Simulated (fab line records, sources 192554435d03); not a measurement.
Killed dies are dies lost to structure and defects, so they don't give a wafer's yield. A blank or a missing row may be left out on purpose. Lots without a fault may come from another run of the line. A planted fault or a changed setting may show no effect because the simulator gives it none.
Which tool did it? | flow n5_finfet | 24 lots, 72 wafers sampled, at 2 steps of a route of 1938

WHAT THE GAUGES READ, wafer by wafer
N5_BEOL_M0_SAQP_INSPECT_42: inspects for defects (brightfield).
lot  | measured     | on                | raw_defect_count
L074 | day 6 00:32  | defect_inspect-02 | 306 297 303
L075 | day 6 01:36  | defect_inspect-02 | 390 346 510
L076 | day 6 07:20  | defect_inspect-01 | 377 269 467
L077 | day 6 15:27  | defect_inspect-02 | 446 354 289
L078 | day 6 16:16  | defect_inspect-02 | 254 248 259
L079 | day 6 23:50  | defect_inspect-02 | 343 339 232
L080 | day 7 03:38  | defect_inspect-02 | 305 452 202
L081 | day 7 11:05  | defect_inspect-01 | 289 209 316
L082 | day 7 17:02  | defect_inspect-01 | 358 244 324
L083 | day 7 21:58  | defect_inspect-01 | 202 164 151
L084 | day 8 08:06  | defect_inspect-01 | 257 248 394
L085 | day 8 19:14  | defect_inspect-02 | 553 442 625
L086 | day 9 01:17  | defect_inspect-02 | 256 295 344
L087 | day 9 01:50  | defect_inspect-02 | 266 254 195
L088 | day 9 04:55  | defect_inspect-02 | 206 240 260
L089 | day 9 13:57  | defect_inspect-01 | 240 330 241
L090 | day 9 16:44  | defect_inspect-01 | 400 629 274
L091 | day 9 21:05  | defect_inspect-01 | 393 304 279
L092 | day 10 01:19 | defect_inspect-01 | 277 246 272
L093 | day 10 12:29 | defect_inspect-01 | 152 208 238
L094 | day 10 18:55 | defect_inspect-01 | 272 206 203
L095 | day 11 00:43 | defect_inspect-01 | 184 270 272
L096 | day 11 04:07 | defect_inspect-02 | 233 156 202
L097 | day 11 12:05 | defect_inspect-01 | 372 296 353

N5_BEOL_M0_CUTY_INSPECT_59: inspects for defects (macro).
lot  | measured     | on                | raw_defect_count
L074 | day 6 01:57  | defect_inspect-02 | 1 0 1
L075 | day 6 02:53  | defect_inspect-01 | 4 2 3
L076 | day 6 09:22  | defect_inspect-01 | 3 0 2
L077 | day 6 16:47  | defect_inspect-02 | 5 2 2
L078 | day 6 17:41  | defect_inspect-01 | 3 0 2
L079 | day 7 02:29  | defect_inspect-01 | 1 0 3
L080 | day 7 04:55  | defect_inspect-01 | 3 2 1
L081 | day 7 12:46  | defect_inspect-02 | 4 1 3
L082 | day 7 18:19  | defect_inspect-02 | 2 2 1
L083 | day 7 23:16  | defect_inspect-01 | 1 3 3
L084 | day 8 09:34  | defect_inspect-02 | 2 4 1
L085 | day 8 21:50  | defect_inspect-02 | 5 3 1
L086 | day 9 02:43  | defect_inspect-01 | 2 3 3
L087 | day 9 03:13  | defect_inspect-02 | 3 0 2
L088 | day 9 06:10  | defect_inspect-01 | 4 5 8
L089 | day 9 15:13  | defect_inspect-01 | 4 2 0
L090 | day 9 18:02  | defect_inspect-02 | 5 5 1
L091 | day 9 22:26  | defect_inspect-01 | 2 2 2
L092 | day 10 02:39 | defect_inspect-02 | 0 2 2
L093 | day 10 13:45 | defect_inspect-01 | 4 2 0
L094 | day 10 20:22 | defect_inspect-01 | 4 4 1
L095 | day 11 01:59 | defect_inspect-01 | 1 3 3
L096 | day 11 05:34 | defect_inspect-02 | 1 2 2
L097 | day 11 13:37 | defect_inspect-02 | 2 1 3

WHICH TOOL RAN EACH LOT (tool, then ch and the chambers of the sampled wafers, then the start)
The record holds no process step before these readings.

WHAT THE TOOLS THEMSELVES READ (means of the sampled wafers that have a number; where no wafer has one, the mark that the record gives instead)
The record holds no such reading with a usual standard deviation.

THE ANSWER, worked out from the rows above alone
Rule: what is usual is taken from the lots themselves. Put in order of their means at a reading, lots are off if they are a third of the lots or fewer, leave a main group of 4 or more, and stand apart from it by a gap of 3 or more times the standard deviation of the main group's means; of several such gaps the widest counts. A main group whose means are all the same, to the digits that the tables above print for the reading, isn't used. A lot without any number at a reading at which 4 lots or more have one is off too. The other lots that the step has rows for count as sound. The gauges are gone through in route order, then the tools' own readings, and for those a lot's mean is taken as printed above. The first step at which some lot is off is used, and at that step the reading that is off furthest; a lot without a number counts as furthest.
No lot is off at any reading shown: from this, nothing can be told.

WHAT THE SIMULATOR HAD PUT IN
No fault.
